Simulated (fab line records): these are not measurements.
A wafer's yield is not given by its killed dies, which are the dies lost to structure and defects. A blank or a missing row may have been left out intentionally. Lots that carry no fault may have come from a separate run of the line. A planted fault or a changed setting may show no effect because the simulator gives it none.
A struck lot beside a sound one | flow nand harc | 19 out of 1302 route steps
Sound: wafers L609.1, L609.4, L609.5. Struck: wafers L617.3, L617.4, L617.6. Last of all comes the cause.
For every step that has rows: the tool of each side, followed by ch and its chambers, followed by its first start. Under that, the readings that differ: sound wafers | struck wafers | difference of the means | sigmas: that difference in standard deviations of wafers without a fault.
alike: readings with means less than 2 such deviations apart, plus words and numbers identical on both sides. not compared: withheld readings, readings lacking a value on some wafer, bounds such as >300 that could conceal the same value, and numbers that have no deviation in the record and whose values overlap.
Wherever a step has rows on one side only, a row that says differs or no value, or a row with sigmas, the two part there. When numbers do not overlap yet have no deviation, they are printed without sigmas and do not part them. A reading missing from all wafers of one side parts the sides only when that side holds two or more wafers.

NHARC_P_ZERO_WELL_CD_MEAS_37: target cd 720 nm.
  sound on cd sem-02 ch 0, day 2 20:05; struck on cd sem-01 ch 0, day 6 04:15
  alike: cd nm
then, 1 step without rows for these wafers: NHARC_P_ZERO_WELL_HARDBAKE_38 (time 80 s).
NHARC_P_ZERO_WELL_DESCUM_39: chemistry O2, time 3 s.
  sound on rie diel-06 ch 1,2,3, day 2 20:15; struck on rie diel-04 ch 1,2,3, day 6 04:25
  alike: chamber pressure mTorr, drypump motor current A, mfc ar sccm, o2 flow sccm, oes product au, rf vpp V, showerhead plenum p Torr, throttle valve pct
  not compared: rf hours counter h
then, 9 steps without rows for these wafers: NHARC_P_ZERO_WELL_IMPLANT_40; NHARC_P_ZERO_WELL_IMPLANT_59; NHARC_P_ZERO_WELL_IMPLANT_60; NHARC_P_ZERO_WELL_STRIP_41 (strips in SPM, time 840 s); NHARC_P_ZERO_WELL_DEHYDRATE_44 (time 120 s); NHARC_P_ZERO_WELL_HMDS_45 (time 30 s); NHARC_P_ZERO_WELL_COAT_46; NHARC_P_ZERO_WELL_SOFTBAKE_47 (time 95 s); NHARC_P_ZERO_WELL_EBR_48.
NHARC_P_ZERO_WELL_EXPOSE_49: exposes mask P HVPW, target cd 2000 nm.
  sound on krf scanner-02 ch 0, day 2 21:35; struck on krf scanner-04 ch 0, day 6 05:37
  reading | sound                      | struck                              | difference | sigmas
  mask    | P_HVPW#0 P_HVPW#0 P_HVPW#0 | P_HVPW_R1#0 P_HVPW_R1#0 P_HVPW_R1#0 | differs    |
then, 2 steps without rows for these wafers: NHARC_P_ZERO_WELL_PEB_50 (peb time 85 s); NHARC_P_ZERO_WELL_DEVELOP_51 (time 70 s).
NHARC_P_ZERO_WELL_CD_MEAS_52: target cd 2000 nm.
  sound on cd sem-02 ch 0, day 2 21:44; struck on cd sem-01 ch 0, day 6 05:46
  reading    | sound                | struck               | difference | sigmas
  cd nm (nm) | 1998.5 1998.3 2001.1 | 1962.4 1960.9 1962.6 | -37.3      | -27
then, 1 step without rows for these wafers: NHARC_P_ZERO_WELL_HARDBAKE_53 (time 80 s).
NHARC_P_ZERO_WELL_DESCUM_54: chemistry O2, time 3 s.
  sound on rie diel-04 ch 1,2,3, day 2 22:04; struck on rie diel-02 ch 0,2,3, day 6 05:58
  reading                      | sound          | struck         | difference | sigmas
  model.P_ZERO_WELL.cd nm (nm) | 1998 1997 2001 | 1963 1960 1962 | -37        |
  alike: chamber pressure mTorr, drypump motor current A, mfc ar sccm, o2 flow sccm, oes product au, rf vpp V, showerhead plenum p Torr, throttle valve pct
  not compared: rf hours counter h
following that, these wafers have no rows for 1 step: NHARC_P_ZERO_WELL_IMPLANT_55.

## WHERE THEY PART
First at NHARC_P_ZERO_WELL_EXPOSE_49; last, within this record, at NHARC_P_ZERO_WELL_CD_MEAS_52. Later steps at which nothing parts them and some readings are alike: NHARC_P_ZERO_WELL_DESCUM_54.

WHY: the cause the simulator had injected
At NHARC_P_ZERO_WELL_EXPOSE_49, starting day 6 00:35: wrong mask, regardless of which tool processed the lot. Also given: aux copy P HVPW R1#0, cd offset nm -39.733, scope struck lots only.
